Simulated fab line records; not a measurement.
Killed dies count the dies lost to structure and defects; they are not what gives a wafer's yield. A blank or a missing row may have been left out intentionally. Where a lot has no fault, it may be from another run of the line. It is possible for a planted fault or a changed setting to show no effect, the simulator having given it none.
Lot-split experiment || flow n5Finfet || 32 wafers read from 7 lots, route of 1938 steps

## THE SPLIT ITSELF
At N5_BEOL_M11_TRENCH_ETCH_37 (etches SiCOH lowk in C4F6/O2, target depth 148.83 nm, time 48 s), the setting targetDepthA was moved away from the recipe's 1488.3 angstrom on 13 of the 32 wafers read, by -49.7% to +52.7%. All remaining wafers had this setting at the recipe value.

## FROM THE SPLIT TO THE READING: what the file shows between them, 8 steps
- N5_BEOL_M11_ETCH_41: etches SiCN in CH3F/O2, target depth 42.6 nm, time 86 s
- N5_BEOL_M11_STRIP_77: strips in N2/H2, time 10 s
- N5_BEOL_M11_OCD_MEAS_38
- N5_BEOL_M11_HM_STRIP_39: strips TiN in peroxide tin strip, target depth 25 nm, time 158 s
- N5_BEOL_M11_SRD_40: time 30 s
- N5_BEOL_M11_ECD_50: material Cu, target thk 318 nm
- N5_BEOL_M11_ANNEAL_51: time 90 s
- N5_BEOL_M11_CMP_52: polishes, stops on SiCOH lowk, t overpolish 7 s, target thk 140 nm

## THE READING
M11_THK, in nm, at N5_BEOL_M11_THK_MEAS_53 (measures by xrf). Typical for fault-free wafers on this fab line: 140.1 nm, with standard deviation 2.7 nm.

{"wafer": "L074.1", "tool, chamber at the split": "rieDiel-05, 1", "targetDepthA as run, angstrom": 1488.3, "against the recipe": "recipe", "M11_THK, nm": 143.3, "against lot-mates on the recipe": "-"}
{"wafer": "L074.2", "tool, chamber at the split": "rieDiel-05, 0", "targetDepthA as run, angstrom": 2103, "against the recipe": "+41.3%", "M11_THK, nm": 205.5, "against lot-mates on the recipe": "+65.5"}
{"wafer": "L074.3", "tool, chamber at the split": "rieDiel-05, 2", "targetDepthA as run, angstrom": 1488.3, "against the recipe": "recipe", "M11_THK, nm": 140.0, "against lot-mates on the recipe": "-"}
{"wafer": "L074.4", "tool, chamber at the split": "rieDiel-05, 3", "targetDepthA as run, angstrom": 2103, "against the recipe": "+41.3%", "M11_THK, nm": 196.6, "against lot-mates on the recipe": "+56.6"}
{"wafer": "L074.6", "tool, chamber at the split": "rieDiel-05, 3", "targetDepthA as run, angstrom": 1488.3, "against the recipe": "recipe", "M11_THK, nm": 136.7, "against lot-mates on the recipe": "-"}
{"wafer": "L084.1", "tool, chamber at the split": "rieDiel-03, 1", "targetDepthA as run, angstrom": 1872, "against the recipe": "+25.8%", "M11_THK, nm": 178.4, "against lot-mates on the recipe": "+37.6"}
{"wafer": "L084.3", "tool, chamber at the split": "rieDiel-03, 2", "targetDepthA as run, angstrom": 1488.3, "against the recipe": "recipe", "M11_THK, nm": 140.8, "against lot-mates on the recipe": "-"}
{"wafer": "L084.5", "tool, chamber at the split": "rieDiel-03, 3", "targetDepthA as run, angstrom": 1872, "against the recipe": "+25.8%", "M11_THK, nm": 182.4, "against lot-mates on the recipe": "+41.6"}
{"wafer": "L080.1", "tool, chamber at the split": "rieDiel-05, 3", "targetDepthA as run, angstrom": 1488.3, "against the recipe": "recipe", "M11_THK, nm": 139.5, "against lot-mates on the recipe": "-"}
{"wafer": "L080.2", "tool, chamber at the split": "rieDiel-05, 2", "targetDepthA as run, angstrom": 1488.3, "against the recipe": "recipe", "M11_THK, nm": 141.0, "against lot-mates on the recipe": "-"}
{"wafer": "L080.3", "tool, chamber at the split": "rieDiel-05, 0", "targetDepthA as run, angstrom": 1488.3, "against the recipe": "recipe", "M11_THK, nm": 143.1, "against lot-mates on the recipe": "-"}
{"wafer": "L086.1", "tool, chamber at the split": "rieDiel-05, 0", "targetDepthA as run, angstrom": 749.1, "against the recipe": "-49.7%", "M11_THK, nm": 69.2, "against lot-mates on the recipe": -72.6}
{"wafer": "L086.2", "tool, chamber at the split": "rieDiel-05, 2", "targetDepthA as run, angstrom": 749.1, "against the recipe": "-49.7%", "M11_THK, nm": 67.1, "against lot-mates on the recipe": -74.7}
{"wafer": "L086.3", "tool, chamber at the split": "rieDiel-05, 3", "targetDepthA as run, angstrom": 1488.3, "against the recipe": "recipe", "M11_THK, nm": 140.2, "against lot-mates on the recipe": "-"}
{"wafer": "L086.4", "tool, chamber at the split": "rieDiel-05, 1", "targetDepthA as run, angstrom": 749.1, "against the recipe": "-49.7%", "M11_THK, nm": 67.2, "against lot-mates on the recipe": -74.6}
{"wafer": "L086.5", "tool, chamber at the split": "rieDiel-05, 0", "targetDepthA as run, angstrom": 1488.3, "against the recipe": "recipe", "M11_THK, nm": 144.2, "against lot-mates on the recipe": "-"}
{"wafer": "L086.6", "tool, chamber at the split": "rieDiel-05, 3", "targetDepthA as run, angstrom": 1488.3, "against the recipe": "recipe", "M11_THK, nm": 140.9, "against lot-mates on the recipe": "-"}
{"wafer": "L085.1", "tool, chamber at the split": "rieDiel-03, 1", "targetDepthA as run, angstrom": 1488.3, "against the recipe": "recipe", "M11_THK, nm": 139.8, "against lot-mates on the recipe": "-"}
{"wafer": "L085.2", "tool, chamber at the split": "rieDiel-03, 3", "targetDepthA as run, angstrom": 1488.3, "against the recipe": "recipe", "M11_THK, nm": 143.6, "against lot-mates on the recipe": "-"}
{"wafer": "L085.3", "tool, chamber at the split": "rieDiel-03, 2", "targetDepthA as run, angstrom": 1839, "against the recipe": "+23.6%", "M11_THK, nm": 174.9, "against lot-mates on the recipe": "+33.2"}
{"wafer": "L085.4", "tool, chamber at the split": "rieDiel-03, 0", "targetDepthA as run, angstrom": 1839, "against the recipe": "+23.6%", "M11_THK, nm": 175.2, "against lot-mates on the recipe": "+33.5"}
{"wafer": "L085.5", "tool, chamber at the split": "rieDiel-03, 2", "targetDepthA as run, angstrom": 1488.3, "against the recipe": "recipe", "M11_THK, nm": 141.6, "against lot-mates on the recipe": "-"}
{"wafer": "L085.6", "tool, chamber at the split": "rieDiel-03, 1", "targetDepthA as run, angstrom": 1839, "against the recipe": "+23.6%", "M11_THK, nm": 176.5, "against lot-mates on the recipe": "+34.8"}
{"wafer": "L088.1", "tool, chamber at the split": "rieDiel-03, 1", "targetDepthA as run, angstrom": 1488.3, "against the recipe": "recipe", "M11_THK, nm": 138.4, "against lot-mates on the recipe": "-"}
{"wafer": "L088.2", "tool, chamber at the split": "rieDiel-03, 0", "targetDepthA as run, angstrom": 1488.3, "against the recipe": "recipe", "M11_THK, nm": 137.8, "against lot-mates on the recipe": "-"}
{"wafer": "L088.3", "tool, chamber at the split": "rieDiel-03, 3", "targetDepthA as run, angstrom": 1488.3, "against the recipe": "recipe", "M11_THK, nm": 142.6, "against lot-mates on the recipe": "-"}
{"wafer": "L088.4", "tool, chamber at the split": "rieDiel-03, 0", "targetDepthA as run, angstrom": 2273, "against the recipe": "+52.7%", "M11_THK, nm": 215.1, "against lot-mates on the recipe": "+75.5"}
{"wafer": "L088.5", "tool, chamber at the split": "rieDiel-03, 3", "targetDepthA as run, angstrom": 2273, "against the recipe": "+52.7%", "M11_THK, nm": 220.5, "against lot-mates on the recipe": "+80.9"}
{"wafer": "L088.6", "tool, chamber at the split": "rieDiel-03, 1", "targetDepthA as run, angstrom": 2273, "against the recipe": "+52.7%", "M11_THK, nm": 216.5, "against lot-mates on the recipe": "+76.9"}
{"wafer": "L097.1", "tool, chamber at the split": "rieDiel-04, 3", "targetDepthA as run, angstrom": 1488.3, "against the recipe": "recipe", "M11_THK, nm": 139.0, "against lot-mates on the recipe": "-"}
{"wafer": "L097.2", "tool, chamber at the split": "rieDiel-04, 0", "targetDepthA as run, angstrom": 1488.3, "against the recipe": "recipe", "M11_THK, nm": 136.9, "against lot-mates on the recipe": "-"}
{"wafer": "L097.3", "tool, chamber at the split": "rieDiel-04, 2", "targetDepthA as run, angstrom": 1488.3, "against the recipe": "recipe", "M11_THK, nm": 137.8, "against lot-mates on the recipe": "-"}

FIT RESULTS
A straight line over all 32 wafers: M11_THK changes by +1.47 nm for each +1% of targetDepthA; r = +1.00; the points scatter about the line by 2.4 nm.
The same after taking each lot's own level away (the mean of its wafers on the recipe; 32 wafers): +1.48 nm for each +1%; r = +1.00; scatter 2.1 nm.
According to that fit, moving targetDepthA by its largest amount changes the reading by 78 nm.
From 137.90 to 141.77 nm: that is the span of the lots' own levels, equal to 1.4 times the standard deviation above.
Hence the lot-to-lot level has little effect on the slope; both slopes agree.
Check: with one of the wafers moved furthest among these (+52.7%) left out of the fit, the line predicts +78.4 nm for it against its lot-mates. It came out at +75.5 nm against them.

## THE WHOLE CHAIN: every reading that the file lists as answering this split, in the file's order
{"step": "N5_BEOL_M11_TRENCH_ETCH_37", "what it does": "etches SiCOH lowk in C4F6/O2, target depth 148.83 nm, time 48 s", "reading": "etch.depthNm (the simulator's own value, which no gauge read)", "change (the file's fit)": "+1.49 nm for each +1% of the setting", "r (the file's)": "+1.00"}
{"step": "N5_BEOL_M11_TRENCH_ETCH_37", "what it does": "etches SiCOH lowk in C4F6/O2, target depth 148.83 nm, time 48 s", "reading": "BEOL_M11.featureDepthNm (the simulator's own value, which no gauge read)", "change (the file's fit)": "+1.49 nm for each +1% of the setting", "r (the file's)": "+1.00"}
{"step": "N5_BEOL_M11_TRENCH_ETCH_37", "what it does": "etches SiCOH lowk in C4F6/O2, target depth 148.83 nm, time 48 s", "reading": "TiN_of_BEOL_M11_HM_DEP_02.thkNm (the simulator's own value, which no gauge read)", "change (the file's fit)": "-0.0418 nm for each +1% of the setting", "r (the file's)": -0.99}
{"step": "N5_BEOL_M11_OCD_MEAS_38", "what it does": "", "reading": "trenchDepthNm", "change (the file's fit)": "+1.48 nm for each +1% of the setting", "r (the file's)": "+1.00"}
{"step": "N5_BEOL_M11_CMP_52", "what it does": "polishes, stops on SiCOH lowk, t overpolish 7 s, target thk 140 nm", "reading": "Cu_of_BEOL_M11_ECD_50.thkNm (the simulator's own value, which no gauge read)", "change (the file's fit)": "+1.48 nm for each +1% of the setting", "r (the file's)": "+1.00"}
{"step": "N5_BEOL_M11_THK_MEAS_53", "what it does": "measures by xrf", "reading": "M11_THK", "change (the file's fit)": "+1.48 for each +1% of the setting", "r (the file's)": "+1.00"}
{"step": "N5_BEOL_M11_RS_MEAS_57", "what it does": "measures by four-point-probe", "reading": "M11_RS", "change (the file's fit)": "not straight: 0.347 at the lowest setting, 0.151 at the recipe, 0.094 at the highest", "r (the file's)": "not given"}

## FILE'S OWN FIT
M11_THK changes by +1.48 nm for each +1% of targetDepthA, r = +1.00.
